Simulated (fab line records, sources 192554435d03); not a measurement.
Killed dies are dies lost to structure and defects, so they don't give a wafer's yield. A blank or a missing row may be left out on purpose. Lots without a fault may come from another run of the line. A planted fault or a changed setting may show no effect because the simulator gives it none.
Chamber matching | flow n5_finfet | N5_MOL_CONTACT_COAG_STRIP_96 on rie_diel-02: 4 sister chambers
The step strips in N2/H2. 22 wafers are shown with their chamber, then 11 later ones without.

WAFERS WITH THEIR CHAMBER
wafer  | chamber | throttle_valve_pct (%) | drypump_motor_current_A (A) | showerhead_plenum_p_Torr (Torr)
L074.1 | 0       | 19.6                   | 5.7                         | 3.24
L074.2 | 2       | 19.0                   | 5.9                         | 3.50
L074.3 | 1       | 18.4                   | 4.9                         | 3.43
L080.1 | 3       | 18.6                   | 5.4                         | 3.40
L080.4 | 0       | 19.7                   | 5.7                         | 3.23
L080.6 | 2       | 19.0                   | 5.9                         | 3.49
L085.2 | 3       | 18.6                   | 5.4                         | 3.40
L085.4 | 0       | 19.7                   | 5.7                         | 3.23
L085.6 | 0       | 19.7                   | 5.7                         | 3.23
L088.2 | 2       | 19.0                   | 5.9                         | 3.49
L088.5 | 2       | 19.0                   | 5.9                         | 3.49
L088.6 | 3       | 18.6                   | 5.4                         | 3.40
L089.3 | 1       | 18.4                   | 5.0                         | 3.41
L089.4 | 3       | 18.6                   | 5.4                         | 3.39
L089.5 | 0       | 19.7                   | 5.6                         | 3.22
L091.1 | 2       | 19.0                   | 5.9                         | 3.48
L091.3 | 0       | 19.7                   | 5.7                         | 3.22
L091.4 | 1       | 18.4                   | 5.0                         | 3.41
L092.2 | 3       | 18.6                   | 5.4                         | 3.39
L092.5 | 0       | 19.7                   | 5.7                         | 3.22
L092.6 | 3       | 18.6                   | 5.4                         | 3.39
L093.1 | 3       | 18.6                   | 5.4                         | 3.39

SIGNATURES (means of the wafers above)
reading                  | chamber 0 | chamber 1 | chamber 2 | chamber 3 | scatter within a chamber
throttle_valve_pct       | 19.686    | 18.400    | 19.000    | 18.600    | 0.0218
drypump_motor_current_A  | 5.686     | 4.967     | 5.900     | 5.400     | 0.0291
showerhead_plenum_p_Torr | 3.2271    | 3.4167    | 3.4900    | 3.3943    | 0.00738
Rule: a wafer's distance from a chamber is the root of the sum, over the readings, of the square of ((its reading less the chamber's mean) divided by the reading's scatter). The wafer belongs to the nearest chamber; if the next one is less than 2 further off, it can't be placed. The scatter: the root of (the sum of the squares of (reading less its chamber's mean) over the shown wafers, divided by (wafers less chambers)).

WAFERS WITHOUT THEIR CHAMBER
wafer  | throttle_valve_pct (%) | drypump_motor_current_A (A) | showerhead_plenum_p_Torr (Torr)
L093.2 | 18.5                   | 5.0                         | 3.41
L093.3 | 19.0                   | 5.9                         | 3.48
L094.4 | 18.4                   | 5.0                         | 3.41
L094.5 | 19.0                   | 5.9                         | 3.48
L094.6 | 18.4                   | 5.0                         | 3.41
L095.2 | 19.0                   | 5.9                         | 3.48
L095.4 | 18.6                   | 5.4                         | 3.39
L095.5 | 19.7                   | 5.7                         | 3.22
L097.4 | 18.4                   | 5.0                         | 3.40
L097.5 | 18.6                   | 5.4                         | 3.38
L097.6 | 19.0                   | 5.9                         | 3.47

WHICH CHAMBER EACH WENT THROUGH
wafer  | from the rows above | in truth
L093.2 | 1                   | 1
L093.3 | 2                   | 2
L094.4 | 1                   | 1
L094.5 | 2                   | 2
L094.6 | 1                   | 1
L095.2 | 2                   | 2
L095.4 | 3                   | 3
L095.5 | 0                   | 0
L097.4 | 1                   | 1
L097.5 | 3                   | 3
L097.6 | 2                   | 2
Placed correctly: 11 of 11. Can't be placed from these rows: 0. Placed wrongly: 0.
